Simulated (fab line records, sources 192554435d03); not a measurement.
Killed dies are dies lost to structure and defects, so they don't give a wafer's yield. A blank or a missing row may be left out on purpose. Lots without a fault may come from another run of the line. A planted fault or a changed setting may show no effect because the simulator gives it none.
Chamber matching | flow n5_finfet | N5_BEOL_M4_ETCH_69 on rie_diel-02: 4 sister chambers
The step etches SiARC in CF4, target depth 15.6 nm, time 26 s. 18 wafers are shown with their chamber, then 9 later ones without.

WAFERS WITH THEIR CHAMBER
wafer  | chamber | drypump_motor_current_A (A) | showerhead_plenum_p_Torr (Torr) | oes_product_au (a.u.)
L078.2 | 0       | 6.4                         | 2.08                            | 0.73
L078.3 | 3       | 5.5                         | 2.19                            | 0.77
L078.6 | 1       | 6.0                         | 2.13                            | 0.59
L082.1 | 2       | 5.9                         | 2.20                            | 0.62
L082.2 | 3       | 5.5                         | 2.19                            | 0.75
L082.5 | 2       | 5.9                         | 2.20                            | 0.61
L084.2 | 1       | 6.0                         | 2.13                            | 0.59
L084.3 | 0       | 6.3                         | 2.07                            | 0.72
L084.5 | 3       | 5.5                         | 2.19                            | 0.75
L083.3 | 0       | 6.3                         | 2.07                            | 0.71
L083.4 | 1       | 6.0                         | 2.13                            | 0.59
L083.6 | 3       | 5.5                         | 2.18                            | 0.76
L089.3 | 0       | 6.3                         | 2.07                            | 0.70
L089.5 | 1       | 6.0                         | 2.13                            | 0.57
L089.6 | 2       | 5.9                         | 2.20                            | 0.61
L088.1 | 0       | 6.3                         | 2.07                            | 0.71
L088.2 | 1       | 6.0                         | 2.12                            | 0.58
L088.4 | 2       | 5.9                         | 2.20                            | 0.61

SIGNATURES (means of the wafers above)
reading                  | chamber 0 | chamber 1 | chamber 2 | chamber 3 | scatter within a chamber
drypump_motor_current_A  | 6.320     | 6.000     | 5.900     | 5.500     | 0.0239
showerhead_plenum_p_Torr | 2.0720    | 2.1280    | 2.2000    | 2.1875    | 0.0041
oes_product_au           | 0.7140    | 0.5840    | 0.6125    | 0.7575    | 0.00922
Rule: a wafer's distance from a chamber is the root of the sum, over the readings, of the square of ((its reading less the chamber's mean) divided by the reading's scatter). The wafer belongs to the nearest chamber; if the next one is less than 2 further off, it can't be placed. The scatter: the root of (the sum of the squares of (reading less its chamber's mean) over the shown wafers, divided by (wafers less chambers)).

WAFERS WITHOUT THEIR CHAMBER
wafer  | drypump_motor_current_A (A) | showerhead_plenum_p_Torr (Torr) | oes_product_au (a.u.)
L087.2 | 6.4                         | 2.07                            | 0.70
L087.3 | 5.9                         | 2.20                            | 0.61
L087.5 | 5.5                         | 2.18                            | 0.72
L093.1 | 6.3                         | 2.07                            | 0.70
L093.3 | 5.8                         | 2.20                            | 0.60
L093.5 | 6.3                         | 2.07                            | 0.70
L095.3 | 5.5                         | 2.18                            | 0.71
L095.4 | 5.9                         | 2.20                            | 0.60
L095.6 | 6.3                         | 2.07                            | 0.70

WHICH CHAMBER EACH WENT THROUGH
wafer  | from the rows above | in truth
L087.2 | 0                   | 0
L087.3 | 2                   | 2
L087.5 | 3                   | 3
L093.1 | 0                   | 0
L093.3 | 2                   | 2
L093.5 | 0                   | 0
L095.3 | 3                   | 3
L095.4 | 2                   | 2
L095.6 | 0                   | 0
Placed correctly: 9 of 9. Can't be placed from these rows: 0. Placed wrongly: 0.
